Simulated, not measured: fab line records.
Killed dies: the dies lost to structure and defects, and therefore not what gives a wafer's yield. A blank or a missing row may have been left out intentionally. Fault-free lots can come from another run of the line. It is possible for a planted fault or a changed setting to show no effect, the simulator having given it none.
Lot-split experiment | flow n5 finfet | 39 wafers read from 7 lots, route of 1938 steps

## THE SPLIT ITSELF
At N5_BEOL_M0_ALD_136 (deposits TaN, pulse time 2 s, purge time 3 s, co reactant purge time 2 s), the setting ald cycles was moved away from the recipe's 30 on 15 of the 39 wafers read, by -43.3% to +46.7%. All remaining wafers had this setting at the recipe value.

## FROM THE SPLIT TO THE READING: what the file shows between them, 4 steps
- N5_BEOL_M0_SURFACE_TREAT_137
- N5_BEOL_M0_CVD_115: deposits Co from CCTBA/H2, time 120 s
- N5_BEOL_M0_ECD_118: material Cu, target thk 300 nm
- N5_BEOL_M0_ANNEAL_119: time 90 s

## THE READING
barrier field endpoint s, in s, at N5_BEOL_M0_CMP_120 (polishes, stops on SiOC, t overpolish 6.9 s). A value of 3.72 s with a standard deviation of 0.13 s is what fault-free wafers of this fab line usually give.

wafer  | tool, chamber at the split | ald cycles as run | against the recipe | barrier field endpoint s, s | against lot-mates on the recipe
L078.3 | ald metal-03, 1,2,2        | 23                | -23.3%             | 3.14                        | -0.47
L078.2 | ald metal-03, 0,1          | 30                | recipe             | 3.69                        | -
L078.1 | ald metal-03, 3            | 30                | recipe             | 3.50                        | -
L078.4 | ald metal-03, 1,2,2        | 23                | -23.3%             | 3.11                        | -0.50
L078.5 | ald metal-03, 0,1          | 30                | recipe             | 3.63                        | -
L078.6 | ald metal-03, 1,2,2        | 23                | -23.3%             | 3.10                        | -0.51
L079.4 | ald metal-02, 1,2,1        | 30                | recipe             | 3.82                        | -
L079.6 | ald metal-02, 1,2,1        | 30                | recipe             | 3.67                        | -
L079.5 | ald metal-02, 1,2,1        | 30                | recipe             | 3.63                        | -
L081.1 | ald metal-01, 0,1,3        | 30                | recipe             | 3.70                        | -
L081.2 | ald metal-01, 0,1,3        | 30                | recipe             | 3.63                        | -
L081.3 | ald metal-01, 2,3,2        | 37                | +23.3%             | 3.96                        | +0.26
L081.4 | ald metal-01, 2,3,2        | 37                | +23.3%             | 4.03                        | +0.33
L081.6 | ald metal-01, 0,1,3        | 30                | recipe             | 3.76                        | -
L081.5 | ald metal-01, 2,3,2        | 37                | +23.3%             | 3.95                        | +0.25
L084.2 | ald metal-01, 0,1,3        | 30                | recipe             | 3.82                        | -
L084.4 | ald metal-01, 0,1,3        | 30                | recipe             | 3.85                        | -
L084.1 | ald metal-01, 0,1,3        | 30                | recipe             | 3.54                        | -
L084.3 | ald metal-01, 2,0,3        | 38                | +26.7%             | 4.39                        | +0.65
L084.6 | ald metal-01, 2,0,3        | 38                | +26.7%             | 4.34                        | +0.60
L084.5 | ald metal-01, 2,0,3        | 38                | +26.7%             | 4.35                        | +0.61
L085.3 | ald metal-01, 3,1,0,3,0    | 30                | recipe             | 3.84                        | -
L085.4 | ald metal-01, 3,1,0,3,0    | 30                | recipe             | 3.68                        | -
L085.2 | ald metal-01, 2            | 30                | recipe             | 3.63                        | -
L085.1 | ald metal-01, 3,1,0,3,0    | 30                | recipe             | 3.87                        | -
L085.5 | ald metal-01, 3,1,0,3,0    | 30                | recipe             | 3.58                        | -
L085.6 | ald metal-01, 3,1,0,3,0    | 30                | recipe             | 3.58                        | -
L095.3 | ald metal-02, 3,2          | 30                | recipe             | 3.86                        | -
L095.4 | ald metal-02, 0            | 30                | recipe             | 3.97                        | -
L095.2 | ald metal-02, 3,2          | 30                | recipe             | 3.83                        | -
L095.1 | ald metal-02, 1,2,1        | 44                | +46.7%             | 4.52                        | +0.63
L095.6 | ald metal-02, 1,2,1        | 44                | +46.7%             | 4.77                        | +0.88
L095.5 | ald metal-02, 1,2,1        | 44                | +46.7%             | 4.81                        | +0.92
L097.4 | ald metal-03, 1,0          | 30                | recipe             | 3.75                        | -
L097.1 | ald metal-03, 2,0,1        | 17                | -43.3%             | 3.01                        | -0.81
L097.2 | ald metal-03, 1,0          | 30                | recipe             | 3.93                        | -
L097.3 | ald metal-03, 3            | 30                | recipe             | 3.77                        | -
L097.5 | ald metal-03, 2,0,1        | 17                | -43.3%             | 2.94                        | -0.88
L097.6 | ald metal-03, 2,0,1        | 17                | -43.3%             | 2.89                        | -0.93
The file does not say which wafer passed through which chamber wherever a row lists several chambers: such a row stands for several wafers.

THE FIT
A straight line over all 39 wafers: barrier field endpoint s changes by +0.0199 s for each +1% of ald cycles; r = +0.95; the points scatter about the line by 0.14 s.
The same after taking each lot's own level away (the mean of its wafers on the recipe; 39 wafers): +0.0189 s for each +1%; r = +0.97; scatter 0.11 s.
That fit puts the effect of the largest move of ald cycles on the reading at 0.88 s.
The span of the lots' own levels, 3.607 to 3.887 s, comes to 2.2 times the standard deviation stated above.
The two slopes are in agreement: the lot-to-lot level therefore moves the slope only a little.
Check: for one of the wafers moved furthest among these (+46.7%), held out of the fit, the line's prediction against its lot-mates is +0.905 s. It came out at +0.633 s against them.

## THE OTHER SPLITS THESE WAFERS WENT THROUGH
These wafers also went through other splits before the reading. Each is held against what the fit with the lots' levels taken away leaves over:
other split on the same wafers         | wafers away from the commonest value | r with barrier field endpoint s (lot level and that fit taken away)
N5_SD_EPI_P_DESCUM_14 time s           | 15                                   | -0.04
N5_MOL_CONTACT_COAG_ALD_131 ald cycles | 15                                   | +0.04

## THE WHOLE CHAIN: every reading that the file lists as answering this split, in the file's order
step               | what it does                                                             | reading                                                                        | change (the file's fit)               | r (the file's)
N5_BEOL_M0_ALD_136 | deposits TaN, pulse time 2 s, purge time 3 s, co reactant purge time 2 s | TaN_of_BEOL_M0_ALD_136.thk nm (the simulator's own value, which no gauge read) | withheld for each +1% of the setting  | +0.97
N5_BEOL_M0_CMP_120 | polishes, stops on SiOC, t overpolish 6.9 s                              | barrier field endpoint s                                                       | +0.0188 s for each +1% of the setting | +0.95

## FILE'S OWN FIT
barrier field endpoint s changes by +0.0188 s for each +1% of ald cycles, r = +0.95.
